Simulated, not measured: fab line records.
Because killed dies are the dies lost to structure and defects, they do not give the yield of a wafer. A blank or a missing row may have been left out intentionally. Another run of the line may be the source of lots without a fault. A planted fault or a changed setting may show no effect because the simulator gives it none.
Split-lot experiment -- flow n5-finfet -- on a route of 1938 steps: 7 lots, 21 wafers read

## SPLIT DETAILS
At N5_SDB_CUT_ETCH_26 (etches Si in HBr/Cl2/O2, target depth 129.6 nm, bt time 20 s, time 51.8 s), the setting icp-w was moved away from the recipe's 800 W on 8 of the 21 wafers read, by -14.5% to +17.1%. This setting was run at the recipe's value on the other wafers.

Reading taken at the split's own step.

## THE READING
etch.depth-nm (the simulator's own value, which no gauge read), in nm, at N5_SDB_CUT_ETCH_26 (etches Si in HBr/Cl2/O2, target depth 129.6 nm, bt time 20 s, time 51.8 s). There is no usual value for it anywhere in the file. Here, 13 wafers ran the recipe; their average is 130.6 nm with a standard deviation of 2.3 nm.

wafer,"tool, chamber at the split","icp-w as run, W",against the recipe,"etch.depth-nm, nm",against lot-mates on the recipe
L074.1,"rie-si-03, 0",800,recipe,134.6,-
L074.2,"rie-si-03, 3",800,recipe,127.2,-
L074.5,"rie-si-03, 3",800,recipe,128,-
L082.2,"rie-si-03, 0",800,recipe,132.4,-
L082.5,"rie-si-03, 3",731.1,-8.6%,122.3,-10.1
L082.6,"rie-si-03, 0",731.1,-8.6%,127.1,-5.3
L084.4,"rie-si-02, 0",800,recipe,129,-
L084.5,"rie-si-02, 0",745.5,-6.8%,126,-3.7
L084.6,"rie-si-02, 3",800,recipe,130.4,-
L086.1,"rie-si-02, 0",800,recipe,131.5,-
L086.4,"rie-si-02, 3",905.8,+13.2%,139.5,+8.0
L086.5,"rie-si-02, 2",905.8,+13.2%,140.2,+8.7
L091.1,"rie-si-02, 1",800,recipe,131.1,-
L091.4,"rie-si-02, 2",800,recipe,134.3,-
L091.5,"rie-si-02, 3",684.4,-14.5%,123.2,-9.5
L092.3,"rie-si-02, 2",800,recipe,132.3,-
L092.5,"rie-si-02, 3",800,recipe,130.9,-
L092.6,"rie-si-02, 0",800,recipe,129.4,-
L093.3,"rie-si-03, 3",800,recipe,127.1,-
L093.4,"rie-si-03, 2",936.5,+17.1%,141.7,+14.6
L093.6,"rie-si-03, 2",936.5,+17.1%,141.2,+14.1

FIT RESULTS
A straight line over all 21 wafers: etch.depth-nm changes by +0.638 nm for each +1% of icp-w; r = +0.93; the points scatter about the line by 2.2 nm.
The same after taking each lot's own level away (the mean of its wafers on the recipe; 21 wafers): +0.753 nm for each +1%; r = +0.95; scatter 1.9 nm.
On that fit, the largest move of icp-w shifts the reading by 13 nm.
The lots' own levels span 127.10 to 132.70 nm, that is 2.4 times the standard deviation above.
Hence the slope depends on the lot-to-lot level, as the two fits are not the same.
Check: for one of the wafers moved furthest among these (+17.1%), held out of the fit, the line's prediction against its lot-mates is +12.3 nm. Against them it came out at +14.6 nm.

## ADDITIONAL SPLITS CARRIED BY THESE WAFERS
Before the reading, these wafers also passed through other splits. Each is held against what the fit with the lots' levels taken away leaves over:
other split on the same wafers,wafers away from the commonest value,r with etch.depth-nm (lot level and that fit taken away)
N5_PMOS_HMC_CHANNEL_EPI_PEB_07 peb-temp-c,5,+0.01
N5_PMOS_HMC_CHANNEL_EPI_DEVELOP_08 develop-time-s,5,+0.26
N5_FIN_SAQP_SPACER1_ALD_24 temp-c,9,-0.21
N5_DUMMY_GATE_COAT_28 spin-rpm,9,-0.14
N5_DUMMY_GATE_EXPOSE_12 dose-mj,3,+0.16
N5_SD_EPI_P_EXPOSE_06 dose-mj,6,+0.16
N5_SD_EPI_P_ETCH_16 target-depth-a,11,+0.12

## THE WHOLE CHAIN: every reading that the file lists as answering this split, in the file's order
step,what it does,reading,change (the file's fit),r (the file's)
N5_SDB_CUT_ETCH_26,"etches Si in HBr/Cl2/O2, target depth 129.6 nm, bt time 20 s, time 51.8 s","SDB.feature-depth-nm (the simulator's own value, which no gauge read)",+0.738 nm for each +1% of the setting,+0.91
N5_SDB_CUT_ETCH_26,"etches Si in HBr/Cl2/O2, target depth 129.6 nm, bt time 20 s, time 51.8 s","etch.depth-nm (the simulator's own value, which no gauge read)",+0.736 nm for each +1% of the setting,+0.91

## THE FILE'S OWN FIT
etch.depth-nm changes by +0.736 nm for each +1% of icp-w, r = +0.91.
